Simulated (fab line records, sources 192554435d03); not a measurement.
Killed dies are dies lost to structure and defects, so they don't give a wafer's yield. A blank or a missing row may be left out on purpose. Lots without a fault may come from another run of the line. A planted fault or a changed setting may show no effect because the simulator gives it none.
Split-lot experiment | flow n5_finfet | 7 lots, 21 wafers read, on a route of 1938 steps

THE SPLIT
At N5_BEOL_M4_ILD_DEP_00 (deposits SiOC from DEMS/O2, target thk 79 nm, time 15.3 s), the setting time_s was moved away from the recipe's 15.3 s on 7 of the 21 wafers read, by -10.3% to +10.8%. The other wafers ran this setting at the recipe's value.

The file shows no step between the split and the reading.

THE READING
M4_ILD_THK, in nm, at N5_BEOL_M4_THK_MEAS_01. Fault-free wafers of this fab line usually give 78.6 nm, standard deviation 1.1 nm.

wafer  | tool, chamber at the split | time_s as run, s | against the recipe | M4_ILD_THK, nm | against lot-mates on the recipe
L075.1 | pecvd-04, 2                | 16.95            | +10.8%             | 86.2           | +7.2
L075.3 | pecvd-04, 0                | 16.95            | +10.8%             | 85.9           | +6.9
L075.5 | pecvd-04, 2                | 15.3             | recipe             | 79.0           | -
L074.2 | pecvd-01, 0                | 15.3             | recipe             | 77.0           | -
L074.5 | pecvd-01, 1                | 15.3             | recipe             | 78.3           | -
L074.6 | pecvd-01, 0                | 15.3             | recipe             | 79.1           | -
L078.3 | pecvd-01, 0                | 15.3             | recipe             | 77.3           | -
L078.5 | pecvd-01, 1                | 15.3             | recipe             | 77.4           | -
L078.6 | pecvd-01, 2                | 15.3             | recipe             | 78.3           | -
L080.2 | pecvd-03, 2                | 16.44            | +7.5%              | 83.9           | +4.3
L080.4 | pecvd-03, 0                | 16.44            | +7.5%              | 86.2           | +6.6
L080.5 | pecvd-03, 1                | 15.3             | recipe             | 79.6           | -
L084.1 | pecvd-01, 1                | 15.3             | recipe             | 77.9           | -
L084.2 | pecvd-01, 0                | 15.3             | recipe             | 77.1           | -
L084.3 | pecvd-01, 1                | 15.3             | recipe             | 78.3           | -
L086.1 | pecvd-01, 2                | 14.03            | -8.3%              | 70.3           | -6.9
L086.2 | pecvd-01, 1                | 15.3             | recipe             | 77.2           | -
L086.4 | pecvd-01, 0                | 14.03            | -8.3%              | 71.9           | -5.3
L092.1 | pecvd-01, 0                | 13.73            | -10.3%             | 69.6           | -7.5
L092.3 | pecvd-01, 2                | 15.3             | recipe             | 76.6           | -
L092.4 | pecvd-01, 1                | 15.3             | recipe             | 77.6           | -

THE FIT
A straight line over all 21 wafers: M4_ILD_THK changes by +0.818 nm for each +1% of time_s; r = +0.98; the points scatter about the line by 0.96 nm.
The same after taking each lot's own level away (the mean of its wafers on the recipe; 21 wafers): +0.702 nm for each +1%; r = +0.98; scatter 0.68 nm.
On that fit, the largest move of time_s shifts the reading by 7.6 nm.
The lots' own levels span 77.10 to 79.60 nm, that is 2.3 times the standard deviation above.
So the lot-to-lot level changes the slope: the two fits differ.
Check: with one of the wafers moved furthest among these (+10.8%) left out of the fit, the line predicts +7.6 nm for it against its lot-mates. It came out at +7.2 nm against them.

OTHER SPLITS ON THESE WAFERS
These wafers also went through other splits before the reading. Each is held against what the fit with the lots' levels taken away leaves over:
other split on the same wafers   | wafers away from the commonest value | r with M4_ILD_THK (lot level and that fit taken away)
N5_BEOL_M2_TRENCH_ETCH_37 time_s | 6                                    | +0.24
N5_BEOL_M3_COAT_05 spin_rpm      | 8                                    | +0.28
N5_BEOL_M3_EXPOSE_08 dose_mj     | 7                                    | -0.35

THE WHOLE CHAIN: every reading that the file lists as answering this split, in the file's order
step                   | what it does                                              | reading                                                                            | change (the file's fit)               | r (the file's)
N5_BEOL_M4_ILD_DEP_00  | deposits SiOC from DEMS/O2, target thk 79 nm, time 15.3 s | SiOC_of_BEOL_M4_ILD_DEP_00.thk_nm (the simulator's own value, which no gauge read) | +0.706 nm for each +1% of the setting | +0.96
N5_BEOL_M4_THK_MEAS_01 |                                                           | M4_ILD_THK                                                                         | +0.704 for each +1% of the setting    | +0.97

THE FILE'S OWN FIT
M4_ILD_THK changes by +0.704 nm for each +1% of time_s, r = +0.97.
